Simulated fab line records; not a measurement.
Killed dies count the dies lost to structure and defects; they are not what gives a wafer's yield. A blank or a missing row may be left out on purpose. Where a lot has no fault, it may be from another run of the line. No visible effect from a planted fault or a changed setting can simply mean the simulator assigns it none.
The tool behind it: which one?	flow n5-finfet	Sampling: 24 lots, 72 wafers, 6 of 1938 route steps

== WHAT THE GAUGES SHOWED, per wafer ==
N5_BEOL_M12_CD_MEAS_10: target cd 140 nm. Usual: cd-nm 142.1 nm, standard deviation 2.3.
lot	measured	on	cd-nm (nm)	flag
L075	day 13 06:23	cd-sem-03	140.8 141.3 141.3	
L074	day 13 15:02	cd-sem-02	139.3 140.8 139.4	
L076	day 13 22:14	cd-sem-02	145.1 144.0 147.0	
L077	day 14 04:57	cd-sem-01	143.2 144.3 143.1	
L080	day 14 17:23	cd-sem-01	140.6 142.8 142.9	
L081	day 14 20:26	cd-sem-01	141.3 142.2 143.5	
L079	day 15 06:58	cd-sem-03	140.0 140.8 143.3	
L082	day 15 10:17	cd-sem-01	139.2 139.6 141.1	
L083	day 15 09:33	cd-sem-01	141.7 140.3 142.6	
L078	day 15 13:08	cd-sem-01	143.6 141.7 145.4	
L085	day 15 23:47	cd-sem-01	137.5 141.8 140.2	
L086	day 16 06:54	cd-sem-03	142.4 141.7 140.2	
L084	day 16 16:07	cd-sem-01	144.1 141.5 144.5	
L088	day 16 23:02	cd-sem-02	139.1 142.7 141.1	
L089	day 16 22:18	cd-sem-03	143.9 143.7 141.7	
L087	day 17 08:15	cd-sem-03	145.8 143.4 145.2	
L091	day 17 09:37	cd-sem-03	140.1 141.5 141.7	
L090	day 18 03:40	cd-sem-03	144.7 148.5 145.1	
L093	day 18 10:29	cd-sem-03	142.2 147.0 145.5	
L094	day 18 15:19	cd-sem-01	141.2 141.1 139.5	
L092	day 18 19:17	cd-sem-01	142.5 142.7 138.8	
L097	day 19 04:58	cd-sem-02	142.5 141.9 141.3	
L096	day 19 06:16	cd-sem-02	142.0 145.9 141.2	
L095	day 20 14:59	cd-sem-02	142.5 138.5 143.5	

== EACH LOT AND THE TOOL THAT RAN IT (in order: tool; ch and the chambers of the sampled wafers; start) ==
lot	N5_BEOL_M10_ETCH_65	N5_BEOL_M10_ETCH_66	N5_BEOL_M10_TRENCH_ETCH_37	N5_BEOL_M10_ALD_74	N5_BEOL_M11_ILD_DEP_00
L075	rie-diel-04 ch 0,2,3, day 12 19:44	rie-diel-04 ch 0,2,3, day 12 19:47	rie-diel-04 ch 0,2,3, day 12 22:39 or earlier	ald-metal-03 ch 1,2,3, day 12 22:39	pecvd-04 ch 0,1,2, day 13 00:36
L074	rie-diel-04 ch 1,2,3, day 13 00:19	rie-diel-04 ch 1,2,3, day 13 00:22	rie-diel-04 ch 1,2,3, day 13 03:16 or earlier	ald-metal-04 ch 1,3, day 13 03:16	pecvd-01 ch 0,1,2, day 13 05:05
L076	rie-diel-01 ch 2,3, day 13 10:32	rie-diel-01 ch 2,3, day 13 10:35	rie-diel-01 ch 2,3, day 13 11:57 or earlier	ald-metal-04 ch 0,1,2, day 13 11:57	pecvd-04 ch 0,1, day 13 14:26
L077	rie-diel-05 ch 0,1, day 13 17:14	rie-diel-05 ch 0,1, day 13 17:17	rie-diel-05 ch 0,1, day 13 18:24 or earlier	ald-metal-04 ch 1,2, day 13 18:24	pecvd-03 ch 0,1,2, day 13 20:21
L080	rie-diel-05 ch 1,2,3, day 14 02:35	rie-diel-05 ch 1,2,3, day 14 02:38	rie-diel-05 ch 1,2,3, day 14 04:59 or earlier	ald-metal-02 ch 1,2, day 14 04:59	pecvd-01 ch 1,2, day 14 06:37
L081	rie-diel-04 ch 0,2, day 14 10:00	rie-diel-04 ch 0,2, day 14 10:03	rie-diel-04 ch 0,2, day 14 11:07 or earlier	ald-metal-03 ch 0,3, day 14 11:07	pecvd-04 ch 0,2, day 14 13:10
L079	rie-diel-04 ch 0,1,3, day 14 16:29	rie-diel-04 ch 0,1,3, day 14 16:32	rie-diel-04 ch 0,1,3, day 14 18:13 or earlier	ald-metal-02 ch 0,1,2, day 14 18:13	pecvd-01 ch 0,1,2, day 14 19:58
L082	rie-diel-01 ch 0,1,3, day 14 19:55	rie-diel-01 ch 0,1,3, day 14 19:58	rie-diel-01 ch 0,1,3, day 14 22:56 or earlier	ald-metal-02 ch 0,2,3, day 14 22:56	pecvd-01 ch 0,2, day 15 00:40
L083	rie-diel-04 ch 0,2,3, day 14 22:43	rie-diel-04 ch 0,2,3, day 14 22:46	rie-diel-04 ch 0,2,3, day 14 23:50 or earlier	ald-metal-04 ch 1,2,3, day 14 23:50	pecvd-01 ch 0,1,2, day 15 01:58
L078	rie-diel-01 ch 0,1,3, day 14 22:54	rie-diel-01 ch 0,1,3, day 14 22:57	rie-diel-01 ch 0,1,3, day 15 00:05 or earlier	ald-metal-03 ch 0,2,3, day 15 00:05	pecvd-01 ch 0,2, day 15 05:11
L085	rie-diel-05 ch 0,1,2, day 15 13:43	rie-diel-05 ch 0,1,2, day 15 13:46	rie-diel-05 ch 0,1,2, day 15 15:49 or earlier	ald-metal-04 ch 0,1,3, day 15 15:49	pecvd-01 ch 0,1,2, day 15 17:39
L086	rie-diel-01 ch 1,3, day 15 16:13	rie-diel-01 ch 1,3, day 15 16:16	rie-diel-01 ch 1,3, day 15 17:40 or earlier	ald-metal-03 ch 0,3, day 15 17:40	pecvd-04 ch 0,1, day 15 19:32
L084	rie-diel-01 ch 1,3, day 16 03:10	rie-diel-01 ch 1,3, day 16 03:13	rie-diel-01 ch 1,3, day 16 04:21 or earlier	ald-metal-04 ch 0,1,3, day 16 04:21	pecvd-03 ch 0,2, day 16 06:32
L088	rie-diel-01 ch 2,3, day 16 08:14	rie-diel-01 ch 2,3, day 16 08:17	rie-diel-01 ch 2,3, day 16 09:46 or earlier	ald-metal-04 ch 0,3, day 16 09:46	pecvd-04 ch 0,1, day 16 11:44
L089	rie-diel-04 ch 0,1, day 16 08:32	rie-diel-04 ch 0,1, day 16 08:35	rie-diel-04 ch 0,1, day 16 10:42 or earlier	ald-metal-04 ch 0,3, day 16 10:42	pecvd-04 ch 0,1, day 16 12:25
L087	rie-diel-04 ch 2,3, day 16 18:06	rie-diel-04 ch 2,3, day 16 18:09	rie-diel-04 ch 2,3, day 16 19:20 or earlier	ald-metal-03 ch 0,1,3, day 16 19:20	pecvd-01 ch 0,1,2, day 16 21:48
L091	rie-diel-05 ch 0,1,3, day 16 18:25	rie-diel-05 ch 0,1,3, day 16 18:28	rie-diel-05 ch 0,1,3, day 16 20:34 or earlier	ald-metal-04 ch 0,1,2, day 16 20:34	pecvd-01 ch 0,1,2, day 16 22:06
L090	rie-diel-05 ch 1,2,3, day 17 15:05	rie-diel-05 ch 1,2,3, day 17 15:08	rie-diel-05 ch 1,2,3, day 17 17:58 or earlier	ald-metal-03 ch 1,2, day 17 17:58	pecvd-01 ch 1,2, day 17 19:55
L093	rie-diel-05 ch 0,1,3, day 17 20:27	rie-diel-05 ch 0,1,3, day 17 20:30	rie-diel-05 ch 0,1,3, day 17 21:52 or earlier	ald-metal-03 ch 2,3, day 17 21:52	pecvd-04 ch 0,2, day 18 00:53
L094	rie-diel-05 ch 1,2,3, day 17 23:20	rie-diel-05 ch 1,2,3, day 17 23:23	rie-diel-05 ch 1,2,3, day 18 01:56 or earlier	ald-metal-02 ch 0,1,3, day 18 01:56	pecvd-04 ch 0,2, day 18 03:40
L092	rie-diel-05 ch 2,3, day 18 04:50	rie-diel-05 ch 2,3, day 18 04:53	rie-diel-05 ch 2,3, day 18 06:07 or earlier	ald-metal-03 ch 0,1, day 18 06:07	pecvd-01 ch 1,2, day 18 08:28
L097	rie-diel-04 ch 0,1,3, day 18 17:59	rie-diel-04 ch 0,1,3, day 18 18:02	rie-diel-04 ch 0,1,3, day 18 19:07 or earlier	ald-metal-03 ch 0,1,3, day 18 19:07	pecvd-01 ch 0,1, day 18 20:36
L096	rie-diel-04 ch 1,2,3, day 18 18:39	rie-diel-04 ch 1,2,3, day 18 18:42	rie-diel-04 ch 1,2,3, day 18 19:44 or earlier	ald-metal-03 ch 0,1,2, day 18 19:44	pecvd-01 ch 1,2, day 18 21:40
L095	rie-diel-05 ch 2,3, day 20 01:16	rie-diel-05 ch 2,3, day 20 01:19	rie-diel-05 ch 2,3, day 20 03:22 or earlier	ald-metal-04 ch 2,3, day 20 03:22	pecvd-01 ch 0,2, day 20 05:26
- N5_BEOL_M10_ETCH_65: etches SiARC in CF4, target depth 39 nm, time 65 s.
- N5_BEOL_M10_ETCH_66: etches SOC in N2/H2, target depth 120 nm, overetch 24 nm, time 180 s.
- N5_BEOL_M10_TRENCH_ETCH_37: etches SiCOH lowk in C4F6/O2, target depth 148.83 nm, time 48 s.
- N5_BEOL_M10_ALD_74: deposits TaN, target thk 2 nm, pulse time 2 s, purge time 3 s.
- N5_BEOL_M11_ILD_DEP_00: deposits SiCOH lowk from DEMS/porogen, target thk 308.51 nm, time 58 s.

== WHAT THE TOOLS THEMSELVES READ (means of the sampled wafers that have a number; where no wafer has one, the mark that the record gives instead) ==
N5_BEOL_M10_ETCH_65. Usual: drypump-motor-current-A 5.6 A, standard deviation 0.55; etch-rf-on-time-s 65.9 s, standard deviation 2; oes-product-au 0.67 a.u., standard deviation 0.07; rf-vpp-V 184.0 V, standard deviation 1.1; showerhead-plenum-p-Torr 2.14 Torr, standard deviation 0.053; throttle-valve-pct 15.45 %, standard deviation 0.18.
lot	tool	drypump-motor-current-A (A)	etch-rf-on-time-s (s)	oes-product-au (a.u.)	rf-vpp-V (V)	showerhead-plenum-p-Torr (Torr)	throttle-valve-pct (%)	flag
L075	rie-diel-04	5.7	66.9	0.67	184.3	2.15	15.34	
L074	rie-diel-04	5.9	66.5	0.63	184.0	2.16	15.49	
L076	rie-diel-01	5.4	64.5	0.75	184.8	2.22	15.22	
L077	rie-diel-05	6.0	67.2	0.67	184.1	2.12	15.44	
L080	rie-diel-05	5.7	65.2	0.68	183.6	2.11	15.41	
L081	rie-diel-04	5.2	68.2	0.65	183.8	2.12	15.30	
L079	rie-diel-04	6.2	64.9	0.76	183.8	2.15	15.35	
L082	rie-diel-01	5.4	65.8	0.62	184.2	2.13	15.59	
L083	rie-diel-04	5.7	65.8	0.72	183.9	2.14	15.24	
L078	rie-diel-01	5.4	65.7	0.61	184.9	2.13	15.60	
L085	rie-diel-05	5.7	66.2	0.63	184.1	2.13	15.49	
L086	rie-diel-01	5.3	65.8	0.61	184.9	2.15	15.53	
L084	rie-diel-01	5.3	65.3	0.62	183.6	2.15	15.56	
L088	rie-diel-01	5.3	64.4	0.71	185.4	2.21	15.28	
L089	rie-diel-04	6.2	64.8	0.71	183.9	2.14	15.55	
L087	rie-diel-04	5.5	67.6	0.64	183.3	2.14	15.29	
L091	rie-diel-05	5.7	67.2	0.66	184.2	2.11	15.50	
L090	rie-diel-05	5.7	65.8	0.66	182.0	2.10	15.45	
L093	rie-diel-05	5.6	67.5	0.66	183.4	2.11	15.53	
L094	rie-diel-05	5.7	66.2	0.65	183.4	2.10	15.46	
L092	rie-diel-05	5.3	66.3	0.67	182.9	2.10	15.49	
L097	rie-diel-04	6.2	63.7	0.71	184.5	2.14	15.41	
L096	rie-diel-04	5.9	65.3	0.67	184.6	2.14	15.44	
L095	rie-diel-05	5.3	66.4	0.65	183.2	2.10	15.53	

N5_BEOL_M10_ETCH_66. Usual: drypump-motor-current-A 5.6 A, standard deviation 0.54; oes-product-au 0.64 a.u., standard deviation 0.06; rf-vpp-V 523.6 V, standard deviation 2; showerhead-plenum-p-Torr 2.54 Torr, standard deviation 0.073; throttle-valve-pct 17.61 %, standard deviation 0.27.
lot	tool	drypump-motor-current-A (A)	oes-product-au (a.u.)	rf-vpp-V (V)	showerhead-plenum-p-Torr (Torr)	throttle-valve-pct (%)	flag
L075	rie-diel-04	5.7	0.64	524.3	2.54	17.44	
L074	rie-diel-04	5.9	0.61	524.6	2.57	17.71	
L076	rie-diel-01	5.3	0.71	525.6	2.63	17.33	
L077	rie-diel-05	6.0	0.65	522.1	2.49	17.54	
L080	rie-diel-05	5.7	0.65	523.0	2.49	17.55	
L081	rie-diel-04	5.2	0.63	523.3	2.51	17.42	
L079	rie-diel-04	6.2	0.72	523.9	2.55	17.51	
L082	rie-diel-01	5.4	0.59	523.4	2.55	17.89	
L083	rie-diel-04	5.8	0.69	523.5	2.53	17.37	
L078	rie-diel-01	5.4	0.58	523.4	2.55	17.89	
L085	rie-diel-05	5.7	0.61	522.6	2.50	17.56	
L086	rie-diel-01	5.3	0.59	524.3	2.60	17.96	
L084	rie-diel-01	5.2	0.58	524.5	2.60	17.98	
L088	rie-diel-01	5.4	0.67	525.6	2.61	17.37	
L089	rie-diel-04	6.2	0.67	524.7	2.54	17.76	
L087	rie-diel-04	5.4	0.62	523.7	2.54	17.51	
L091	rie-diel-05	5.6	0.64	522.9	2.48	17.63	
L090	rie-diel-05	5.7	0.63	521.9	2.48	17.59	
L093	rie-diel-05	5.6	0.63	522.2	2.48	17.65	
L094	rie-diel-05	5.7	0.63	521.9	2.47	17.60	
L092	rie-diel-05	5.3	0.63	522.2	2.47	17.66	
L097	rie-diel-04	6.2	0.67	524.1	2.53	17.57	
L096	rie-diel-04	5.9	0.62	524.2	2.56	17.69	
L095	rie-diel-05	5.3	0.62	521.8	2.47	17.68	

N5_BEOL_M10_TRENCH_ETCH_37. Usual: drypump-motor-current-A 5.6 A, standard deviation 0.55; oes-product-au 0.79 a.u., standard deviation 0.081; rf-vpp-V 670 V, standard deviation 20; showerhead-plenum-p-Torr 2.85 Torr, standard deviation 0.076; throttle-valve-pct 20.77 %, standard deviation 0.18.
lot	tool	drypump-motor-current-A (A)	oes-product-au (a.u.)	rf-vpp-V (V)	showerhead-plenum-p-Torr (Torr)	throttle-valve-pct (%)	flag
L075	rie-diel-04	5.7	0.79	664	2.86	20.66	
L074	rie-diel-04	5.9	0.74	672	2.88	20.79	
L076	rie-diel-01	5.3	0.88	664	2.95	20.58	
L077	rie-diel-05	6.0	0.79	651	2.81	20.73	
L080	rie-diel-05	5.7	0.79	669	2.81	20.73	
L081	rie-diel-04	5.2	0.77	683	2.84	20.68	
L079	rie-diel-04	6.2	0.90	666	2.87	20.73	
L082	rie-diel-01	5.4	0.72	666	2.83	20.89	
L083	rie-diel-04	5.7	0.84	664	2.85	20.60	
L078	rie-diel-01	5.4	0.71	665	2.83	20.88	
L085	rie-diel-05	5.7	0.74	663	2.83	20.80	
L086	rie-diel-01	5.3	0.72	663	2.87	20.84	
L084	rie-diel-01	5.2	0.72	662	2.87	20.85	
L088	rie-diel-01	5.4	0.83	663	2.94	20.62	
L089	rie-diel-04	6.2	0.83	684	2.86	20.98	
L087	rie-diel-04	5.5	0.76	670	2.85	20.61	
L091	rie-diel-05	5.6	0.77	665	2.80	20.78	
L090	rie-diel-05	5.7	0.77	668	2.79	20.78	
L093	rie-diel-05	5.7	0.77	665	2.79	20.79	
L094	rie-diel-05	5.7	0.77	669	2.79	20.77	
L092	rie-diel-05	5.3	0.78	683	2.79	20.79	
L097	rie-diel-04	6.3	0.83	665	2.85	20.78	
L096	rie-diel-04	5.9	0.78	670	2.85	20.77	
L095	rie-diel-05	5.3	0.77	683	2.78	20.81	

N5_BEOL_M10_ALD_74. Usual: heater-power-w 419 W, standard deviation 38; mfc-carrier-sccm 1500 sccm, standard deviation 4.9.
lot	tool	heater-power-w (W)	mfc-carrier-sccm (sccm)	flag
L075	ald-metal-03	423	1497	
L074	ald-metal-04	414	1503	
L076	ald-metal-04	405	1497	
L077	ald-metal-04	401	1503	
L080	ald-metal-02	383	1495	
L081	ald-metal-03	424	1496	
L079	ald-metal-02	409	1501	
L082	ald-metal-02	431	1501	
L083	ald-metal-04	424	1501	
L078	ald-metal-03	426	1499	
L085	ald-metal-04	405	1502	
L086	ald-metal-03	426	1493	
L084	ald-metal-04	409	1508	
L088	ald-metal-04	426	1501	
L089	ald-metal-04	433	1497	
L087	ald-metal-03	408	1504	
L091	ald-metal-04	396	1496	
L090	ald-metal-03	410	1503	
L093	ald-metal-03	442	1501	
L094	ald-metal-02	451	1502	
L092	ald-metal-03	391	1500	
L097	ald-metal-03	410	1497	
L096	ald-metal-03	408	1498	
L095	ald-metal-04	464	1500	

N5_BEOL_M11_ILD_DEP_00. Usual: heater-power-w 340 W, standard deviation 35; showerhead-plenum-p-Torr 5.731 Torr, standard deviation 0.018; throttle-valve-pct 14.0 %, standard deviation 0.8.
lot	tool	heater-power-w (W)	showerhead-plenum-p-Torr (Torr)	throttle-valve-pct (%)	flag
L075	pecvd-04	356	5.732	14.0	
L074	pecvd-01	370	5.733	14.0	
L076	pecvd-04	332	5.733	14.0	
L077	pecvd-03	332	5.731	13.5	
L080	pecvd-01	374	5.741	13.8	
L081	pecvd-04	341	5.728	13.3	
L079	pecvd-01	357	5.729	14.1	
L082	pecvd-01	317	5.719	14.2	
L083	pecvd-01	341	5.732	14.1	
L078	pecvd-01	334	5.715	13.8	
L085	pecvd-01	350	5.731	14.1	
L086	pecvd-04	353	5.733	14.3	
L084	pecvd-03	311	5.727	13.5	
L088	pecvd-04	343	5.740	14.9	
L089	pecvd-04	310	5.739	14.8	
L087	pecvd-01	338	5.722	14.0	
L091	pecvd-01	343	5.720	14.1	
L090	pecvd-01	343	5.733	13.5	
L093	pecvd-04	328	5.747	13.3	
L094	pecvd-04	319	5.740	13.4	
L092	pecvd-01	361	5.741	13.9	
L097	pecvd-01	348	5.737	14.3	
L096	pecvd-01	363	5.725	13.6	
L095	pecvd-01	355	5.715	13.7	

== THE ANSWER, worked out from the rows above alone ==
Rule: a lot is off if the mean of its wafers that have a number lies more than 3 standard deviations from the usual mean. Also off: a lot with no number at a reading for which 4 or more lots have one. All remaining lots with rows at the step are treated as sound. The gauges are gone through in route order, then the tools' own readings, and for those a lot's mean is taken as printed above. The first step at which some lot is off is used, and at that step the reading that is off furthest; a lot without a number counts as furthest.
None of the lots is off at any reading shown; this tells nothing.

== WHAT THE SIMULATOR PUT IN ==
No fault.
